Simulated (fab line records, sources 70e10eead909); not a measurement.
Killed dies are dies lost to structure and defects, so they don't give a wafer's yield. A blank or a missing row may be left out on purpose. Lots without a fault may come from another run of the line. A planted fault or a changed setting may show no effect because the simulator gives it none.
fab line records | flow nand_harc
record lots=12 wafers=36 last_day=34
route steps=1302 shown P_GATE@205 P_CONTACT@227 END@1302
lots that met no fault: from a run of the same line without faults
start_h: hours from the record's first day to the start of the lot's first wafer shown | wait_h: hours since the lot's step before | " the same as in the row above | L1.1+2: a row that stands for several wafers | - no value, or no start given | * or withheld: withheld | < > ~ a bound
route shown NAME@n: a module of which the file shows steps, and the number in the route of the first | usual: mean/standard deviation of fault-free wafers | same: alike in all rows | chamber/n: place in a boat | sites: the reading at each site | _std_site: their standard deviation | _edge_site: outer sites' mean less inner sites' | radius_mm: how far each site lies from the wafer's centre | mask NAME#n: copy n | behind: the tool/chamber that last shaped the wafer | hold: why the lot was held/for how many hours/how that ended | device: the transistor (n, p or np) that didn't switch | end of line: the same wafers' tests at the end of the route | a step without rows: its recipe alone | killed: dies lost to structure and defects at the first sort, not the wafer's yield | map: a wafer's dies, x killed, . not, _ none there
set.NAME: the setting as run; set.NAME@STEP: as run at that earlier step | model.NAME: the simulator's own value behind a step, which no gauge read
steps of the route over a sample of lots; a table a step, a row a wafer
services: from which hour (start_h, from the record's first day; less than 0 if before it) a tool's chamber was out of use, for how many hours, and why
## steps
# step NHARC_P_GATE_STRIP_95
# recipe power_w=1500 temp_c=250 chemistry=O2
# usual drypump_motor_current_A=6.0/0.4 heater_power_w=314/22
# columns lot.wafer tool chamber start_h wait_h drypump_motor_current_A heater_power_w rf_hours_counter_h
L584.2 plasma_asher-01 0 123.42 0.6 6.5 323 25
L584.1 " 1 " " 5.7 291 25
L584.5 " 1 " " 5.7 283 -
L587.4 plasma_asher-02 1 156.37 0.3 5.6 339 -
L587.6 " 0 " " 6.2 301 -
L587.5 " 1 " " 5.5 344 -
L589.3 plasma_asher-02 0 173.32 0.4 6.2 298 -
L589.4 " 1 " " 5.6 341 -
L589.6 " 1 " " 5.6 341 -
L590.2 plasma_asher-01 0 178.22 0.6 6.5 339 2
L590.1 " 1 " " 5.6 289 2
L590.5 " 0 " " 6.5 328 -
L591.2 plasma_asher-02 1 192.25 0.5 5.6 344 26
L591.4 " 0 " " 6.2 303 -
L591.3 " 1 " " 5.6 341 -
L592.2 plasma_asher-01 0 200.18 0.5 6.5 336 5
L592.3 " 1 " " 5.7 286 -
L592.6 " 1 " " 5.7 285 -
L594.1 plasma_asher-01 0 224.47 0.5 6.5 336 9
L594.3 " 1 " " 5.6 291 -
L594.6 " 0 " " 6.5 331 -
L596.2 plasma_asher-02 0 238.21 0.5 6.2 292 34
L596.4 " 1 " " 5.6 354 -
L596.3 " 0 " " 6.1 294 -
L601.1 plasma_asher-01 0 289.22 0.5 6.5 343 25
L601.3 " 0 " " 6.5 335 -
L601.5 " 0 " " 6.5 334 -
L602.4 plasma_asher-01 1 302.71 0.4 5.7 287 -
L602.3 " 0 " " 6.5 338 -
L602.5 " 1 " " 5.7 291 -
L603.2 plasma_asher-01 1 318.89 0.6 5.6 291 31
L603.4 " 1 " " 5.6 284 -
L603.3 " 0 " " 6.5 331 -
L606.3 plasma_asher-02 0 349.40 0.4 6.2 304 -
L606.4 " 1 " " 5.6 331 -
L606.5 " 1 " " 5.6 333 -
# step NHARC_P_CONTACT_SOFTBAKE_07
# recipe temp_c=105 time_s=55
# usual chill_plate_temp_C=23.02/0.095 heater_power_total_W=188.45/0.14
# columns lot.wafer tool chamber start_h wait_h chill_plate_temp_C heater_power_total_W
L584.1 litho_track-01 0 126 - 22.83 188.38
L584.2 " 0 " " 22.99 188.67
L584.5 " 0 " " 23.05 188.27
L587.4 litho_track-06 0 159 - 22.93 188.51
L587.5 " 0 " " 23.04 188.40
L587.6 " 0 " " 22.98 188.59
L589.3 litho_track-01 0 176 - 22.93 188.23
L589.4 " 0 " " 22.95 188.29
L589.6 " 0 " " 22.94 188.48
L590.1 litho_track-01 0 181 - 23.18 188.36
L590.2 " 0 " " 23.26 188.44
L590.5 " 0 " " 23.09 188.37
L591.2 litho_track-06 0 195 - 23.02 188.30
L591.3 " 0 " " 23.02 188.53
L591.4 " 0 " " 23.04 188.50
L592.2 litho_track-01 0 203 - 22.97 188.63
L592.3 " 0 " " 22.91 188.46
L592.6 " 0 " " 22.93 188.37
L594.1 litho_track-04 0 227 - 23.02 188.42
L594.3 " 0 " " 22.96 188.34
L594.6 " 0 " " 23.00 188.77
L596.2 litho_track-01 0 241 - 22.93 188.50
L596.3 " 0 " " 23.04 188.72
L596.4 " 0 " " 23.01 188.68
L601.1 litho_track-04 0 292 - 22.88 188.34
L601.3 " 0 " " 23.09 188.40
L601.5 " 0 " " 22.99 188.69
L602.3 litho_track-06 0 305 - 23.16 188.43
L602.4 " 0 " " 23.09 323.30
L602.5 " 0 " " 23.09 188.64
L603.2 litho_track-06 0 321 - 23.18 188.35
L603.3 " 0 " " 22.99 188.36
L603.4 " 0 " " 23.17 323.08
L606.3 litho_track-01 0 352 - 22.88 188.44
L606.4 " 0 " " 22.95 188.45
L606.5 " 0 " " 22.82 188.40
# step NHARC_P_CONTACT_DESCUM_17
# recipe time_s=3 o2_flow_sccm=200 ar_flow_sccm=0 bias_power_w=0 chemistry=O2
# usual drypump_motor_current_A=5.8/0.4 oes_product_au=0.998/0.0085 rf_vpp_V=57.8/0.9 showerhead_plenum_p_Torr=1.92/0.071 throttle_valve_pct=11.311/0.0097
# same time_s=3
# columns lot.wafer tool chamber start_h wait_h drypump_motor_current_A oes_product_au rf_hours_counter_h rf_vpp_V showerhead_plenum_p_Torr throttle_valve_pct
L584.2 rie_diel-09 3 126.95 0.1 6.2 1.000 4.1 58.8 1.87 11.329
L584.1 " 0 " " 5.8 0.982 4.0 58.9 1.94 11.321
L584.5 " 2 " " 5.8 1.004 - 56.8 1.85 11.306
L587.4 rie_diel-09 1 159.95 0.1 6.2 0.987 - 57.9 1.85 11.314
L587.5 " 2 " " 5.8 1.004 - 59.2 1.85 11.318
L587.6 " 0 " " 5.8 0.990 - 58.1 1.94 11.321
L589.3 rie_diel-09 2 176.94 0.1 5.8 0.996 0.9 58.0 1.85 11.308
L589.4 " 3 " " 6.2 0.989 0.1 57.5 1.87 11.320
L589.6 " 2 " " 5.8 0.997 - 57.8 1.85 11.303
L590.1 rie_diel-08 3 181.89 0.1 5.0 0.991 7.8 58.9 1.83 11.302
L590.2 " 0 " " 5.7 1.003 7.6 58.0 2.00 11.321
L590.5 " 0 " " 5.7 1.007 - 58.3 2.00 11.331
L591.2 rie_diel-11 3 195.87 0.1 5.8 0.986 2.5 58.3 1.86 11.299
L591.3 " 1 " " 6.3 0.991 2.6 60.0 1.99 11.310
L591.4 " 2 " " 5.1 1.018 2.4 58.5 2.05 11.319
L592.2 rie_diel-08 2 203.79 0.1 6.1 1.001 0.0 59.2 2.04 11.319
L592.3 " 3 " " 5.0 1.001 0.0 57.5 1.83 11.327
L592.6 " 2 " " 6.2 0.998 - 58.3 2.04 11.307
L594.1 rie_diel-09 2 228.09 0.1 5.7 0.991 2.4 55.2 1.85 11.316
L594.3 " 3 " " 6.2 1.004 1.2 58.0 1.87 11.306
L594.6 " 3 " " 6.2 1.003 - 57.9 1.87 11.323
L596.4 rie_diel-09 0 242.40 0.1 5.7 0.989 2.6 58.4 1.94 11.311
L596.2 " 2 " " 5.8 0.991 2.9 57.7 1.85 11.311
L596.3 " 3 " " 6.1 1.000 1.7 57.4 1.87 11.315
L601.3 rie_diel-11 0 292.85 0.1 5.5 0.986 1.1 58.4 1.90 11.308
L601.1 " 1 " " 6.3 0.994 1.3 58.2 1.99 11.317
L601.5 " 1 " " 6.3 1.004 - 59.3 1.99 11.319
L602.4 rie_diel-09 0 306.31 0.1 5.8 0.991 4.8 57.7 1.93 11.324
L602.3 " 2 " " 5.8 1.009 4.9 58.5 1.85 11.299
L602.5 " 3 " " 6.2 0.995 - 57.7 1.87 11.312
L603.3 rie_diel-08 1 322.61 0.1 6.1 1.007 4.5 58.3 1.83 11.294
L603.4 " 2 " " 6.2 1.006 6.0 59.0 2.03 11.327
L603.2 " 0 " " 5.7 1.004 8.1 57.7 2.00 11.316
L606.4 rie_diel-09 3 352.85 0.1 6.2 1.010 0.4 54.9 1.87 11.302
L606.3 " 2 " " 5.8 1.003 0.3 56.0 1.85 11.302
L606.5 " 0 " " 5.7 0.994 - 58.2 1.93 11.305
# step NHARC_P_CONTACT_ETCH_35
# recipe target_depth_a=390 over_etch_frac=0.3 time_s=65 ion_energy_ev=80 cf4_flow_sccm=150 ar_flow_sccm=0 rf_w=300 bias_w=100 chemistry=CF4
# usual drypump_motor_current_A=5.8/0.41 oes_product_au=0.999/0.0086 rf_vpp_V=151.3/1.1 showerhead_plenum_p_Torr=1.77/0.062 throttle_valve_pct=13.283/0.0093
# same time_s=65
# columns lot.wafer tool chamber start_h wait_h drypump_motor_current_A oes_product_au rf_hours_counter_h rf_vpp_V showerhead_plenum_p_Torr throttle_valve_pct
L584.2 rie_diel-09 2 127.04 0.1 5.8 1.007 3.7 150.8 1.71 13.291
L584.1 " 0 " " 5.7 0.982 4.0 149.7 1.79 13.288
L584.5 " 2 " " 5.8 0.996 - 150.8 1.71 13.293
L587.5 rie_diel-09 1 160.05 0.1 6.3 0.998 - 151.1 1.72 13.291
L587.6 " 2 " " 5.8 1.004 - 151.5 1.71 13.281
L587.4 " 0 " " 5.7 0.987 - 150.2 1.79 13.268
L589.4 rie_diel-09 3 177.01 0.1 6.2 1.006 0.1 150.3 1.73 13.289
L589.3 " 0 " " 5.7 0.990 0.9 150.6 1.79 13.264
L589.6 " 0 " " 5.7 0.999 - 152.4 1.79 13.291
L590.1 rie_diel-08 2 181.99 0.1 6.2 0.999 7.1 151.4 1.87 13.279
L590.2 " 0 " " 5.8 1.021 7.6 153.1 1.84 13.276
L590.5 " 3 " " 5.0 1.011 - 150.8 1.70 13.265
L591.2 rie_diel-11 0 195.95 0.1 5.5 1.005 2.7 150.9 1.76 13.281
L591.3 " 2 " " 5.1 1.006 2.4 152.8 1.89 13.297
L591.4 " 3 " " 5.8 0.996 2.5 150.6 1.73 13.294
L592.2 rie_diel-08 0 203.90 0.1 5.7 1.009 0.0 152.6 1.84 13.294
L592.3 " 2 " " 6.1 1.002 0.0 152.4 1.87 13.283
L592.6 " 2 " " 6.2 1.006 - 152.0 1.87 13.281
L594.3 rie_diel-09 1 228.18 0.1 6.2 0.989 2.2 149.5 1.72 13.285
L594.1 " 3 " " 6.2 0.996 1.2 149.9 1.73 13.271
L594.6 " 0 " " 5.7 0.982 - 151.3 1.79 13.284
L596.4 rie_diel-09 0 242.49 0.1 5.7 0.979 2.6 153.2 1.79 13.281
L596.2 " 1 " " 6.3 1.004 2.7 151.5 1.72 13.300
L596.3 " 2 " " 5.8 0.999 2.9 150.4 1.71 13.287
L601.1 rie_diel-11 3 292.94 0.1 5.8 1.002 0.9 150.9 1.73 13.289
L601.3 " 0 " " 5.5 1.007 1.1 150.1 1.76 13.295
L601.5 " 3 " " 5.8 0.996 - 150.4 1.73 13.284
L602.4 rie_diel-09 3 306.40 0.1 6.2 0.995 3.6 150.7 1.73 13.289
L602.3 " 0 " " 5.7 0.987 4.8 151.4 1.79 13.270
L602.5 " 3 " " 6.2 1.003 - 150.1 1.73 13.287
L603.2 rie_diel-08 3 322.70 0.1 4.9 0.993 7.1 151.0 1.70 13.276
L603.3 " 0 " " 5.8 0.997 8.1 151.9 1.84 13.300
L603.4 " 1 " " 6.1 0.996 4.5 149.8 1.70 13.282
L606.4 rie_diel-09 3 352.94 0.1 6.2 1.017 0.4 149.3 1.73 13.285
L606.3 " 0 " " 5.8 0.998 0.4 151.1 1.79 13.289
L606.5 " 3 " " 6.2 1.005 - 150.2 1.73 13.279
# step NHARC_END_SORT_01
# recipe temp_c=25
# usual killed_at_array=53/18 killed_at_other=1.0/1.2 killed_at_periphery=3.6/2.4 killed_dies=58/18 killed_open=3.4/1.8 killed_short=2.3/1.5
# same gross_dies=677
# columns lot.wafer tool chamber start_h wait_h killed_at_array killed_at_other killed_at_periphery killed_dies killed_open killed_short
L596.2 prober-02 0 684.56 2.8 64 4 1 69 3 3
L596.3 prober-02 0 685.36 3.1 66 3 3 72 1 4
L596.4 prober-02 0 686.15 3.4 58 1 0 59 5 2
L601.1 prober-02 0 740.79 2.5 62 0 6 68 5 2
L601.3 prober-02 0 742.40 3.1 66 0 2 68 2 5
L601.5 prober-02 0 744.01 3.7 85 0 2 87 4 4
L606.3 prober-01 0 804.48 3.1 47 0 3 50 1 1
L606.4 prober-01 0 805.27 3.4 64 0 0 64 3 1
L606.5 prober-01 0 806.07 3.7 57 0 5 62 7 1
# killed by level:class
L596.2 A_CHANNEL_HOLE_D1:chamber_film_flake=32 A_CHANNEL_HOLE_D2:chamber_film_flake=10 A_SLIT:chamber_film_flake=8 THIN_TSV:chamber_film_flake=4 A_STAIRCASE:chamber_film_flake=3 A_CONTACT:chamber_film_flake=3 A_ONON_D1:geometric_particle:short=1 A_CHANNEL_FILL_D1:geometric_particle:open=1
L596.3 A_CHANNEL_HOLE_D1:chamber_film_flake=30 A_CHANNEL_HOLE_D2:chamber_film_flake=12 A_WL_FILL:chamber_film_flake=7 A_CONTACT:chamber_film_flake=6 A_SLIT:chamber_film_flake=3 THIN_TSV:chamber_film_flake=3 A_STAIRCASE:chamber_film_flake=2 P_CONTACT:geometric_particle:open=1
L596.4 A_CHANNEL_HOLE_D1:chamber_film_flake=34 A_CONTACT:chamber_film_flake=6 A_CHANNEL_HOLE_D2:chamber_film_flake=5 A_SLIT:chamber_film_flake=3 A_CHANNEL_FILL_D2:chamber_film_flake=2 A_ONON_D1:geometric_particle:open=1 A_CHANNEL_FILL_D1:geometric_particle:short=1 A_ONON_D2:geometric_particle:open=1
L601.1 A_SLIT:chamber_film_flake=25 A_CHANNEL_HOLE_D1:chamber_film_flake=21 A_STAIRCASE:chamber_film_flake=8 P_GATE:chamber_film_flake=3 P_GATE:geometric_particle:open=2 A_ONON_D1:geometric_particle:short=1 A_ONON_D2:geometric_particle:open=1 A_SGD_CUT:geometric_particle:short=1
L601.3 A_CHANNEL_HOLE_D1:chamber_film_flake=28 A_SLIT:chamber_film_flake=16 A_CONTACT:chamber_film_flake=7 A_STAIRCASE:chamber_film_flake=4 A_CHANNEL_FILL_D2:geometric_particle:short=2 A_CHANNEL_FILL_D2:chamber_film_flake=2 P_M2:geometric_particle:short=1 A_DECK1_JOINT:geometric_particle:open=1
L601.5 A_CHANNEL_HOLE_D1:chamber_film_flake=28 A_SLIT:chamber_film_flake=25 A_CONTACT:chamber_film_flake=12 A_STAIRCASE:chamber_film_flake=6 A_CHANNEL_FILL_D2:chamber_film_flake=2 P_GATE:geometric_particle:open=1 A_ONON_D1:geometric_particle:short=1 A_DECK1_JOINT:geometric_particle:open=1
L606.3 A_SLIT:chamber_film_flake=17 A_CHANNEL_HOLE_D1:chamber_film_flake=12 A_CHANNEL_HOLE_D2:chamber_film_flake=11 A_STAIRCASE:chamber_film_flake=3 P_STI:chamber_film_flake=2 A_ONON_D2:geometric_particle:short=1 A_CONTACT:geometric_particle:open=1 P_ZERO_WELL:chamber_film_flake=1
L606.4 A_SLIT:chamber_film_flake=18 A_CHANNEL_HOLE_D1:chamber_film_flake=15 A_CHANNEL_HOLE_D2:chamber_film_flake=12 A_CONTACT:chamber_film_flake=5 A_BONDPAD:chamber_film_flake=4 A_STAIRCASE:chamber_film_flake=4 A_ONON_D1:geometric_particle:short=1 A_DECK1_JOINT:geometric_particle:open=1
L606.5 A_CHANNEL_HOLE_D1:chamber_film_flake=14 A_SLIT:chamber_film_flake=14 A_CHANNEL_HOLE_D2:chamber_film_flake=9 A_CONTACT:chamber_film_flake=8 A_BONDPAD:chamber_film_flake=3 P_M0:geometric_particle:open=2 P_CONTACT:geometric_particle:open=1 A_CHANNEL_FILL_D1:geometric_particle:open=1
## services
# columns tool chamber start_h hours kind
rie_diel-09 0 122.10 - clean
rie_diel-09 1 122.10 - clean
rie_diel-09 - 143.10 9.0 pm
rie_diel-08 1 144.82 85.5 repair
plasma_asher-02 - 146.66 1.4 repair
litho_track-01 - 155.00 7.0 pm
rie_diel-09 3 157.25 8.4 repair
plasma_asher-01 - 165.12 9.0 pm
litho_track-06 - 179.00 7.0 pm
rie_diel-11 3 185.55 4.1 repair
rie_diel-08 - 190.80 9.0 pm
rie_diel-09 3 202.07 18.0 repair
litho_track-04 - 203.00 7.0 pm
rie_diel-08 2 211.86 9.1 repair
plasma_asher-02 - 228.52 2.1 repair
rie_diel-08 3 247.54 8.2 repair
plasma_asher-02 - 249.22 9.0 pm
rie_diel-11 - 255.50 9.0 pm
rie_diel-08 2 256.48 3.4 repair
rie_diel-08 3 263.35 10.4 repair
rie_diel-09 1 310.95 7.7 repair
rie_diel-09 - 320.10 9.0 pm
litho_track-01 - 330.00 7.0 pm
plasma_asher-01 - 342.12 9.0 pm
## key
first_sign step=NHARC_P_CONTACT_SOFTBAKE_07 reading=heater_power_total_W direction=up sigmas=99+ usual=* struck=*
effect none on later readings
met_at NHARC_P_CONTACT_SOFTBAKE_07
struck_lots L602,L603
struck_wafers L602.4,L603.4
tester_left_out L602,L603
not_acting_at NHARC_P_GATE_STRIP_95,NHARC_P_CONTACT_DESCUM_17,NHARC_P_CONTACT_ETCH_35
onset_between 195 305
fault kind=process_parameter_drift tool=litho_track-06 chamber=- onset_h=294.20 steps=NHARC_P_CONTACT_SOFTBAKE_07 channel=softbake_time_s offset=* shape=step end_h=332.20 scope=struck_wafers_only acts_in=* stated=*
# tester_left_out: of these lots the tester's yield and bins aren't shown, on N5 and GAA mostly nor the transistor test; their killed dies are dies lost to structure and defects alone, not to doping, threshold or leakage, so they don't give the yield
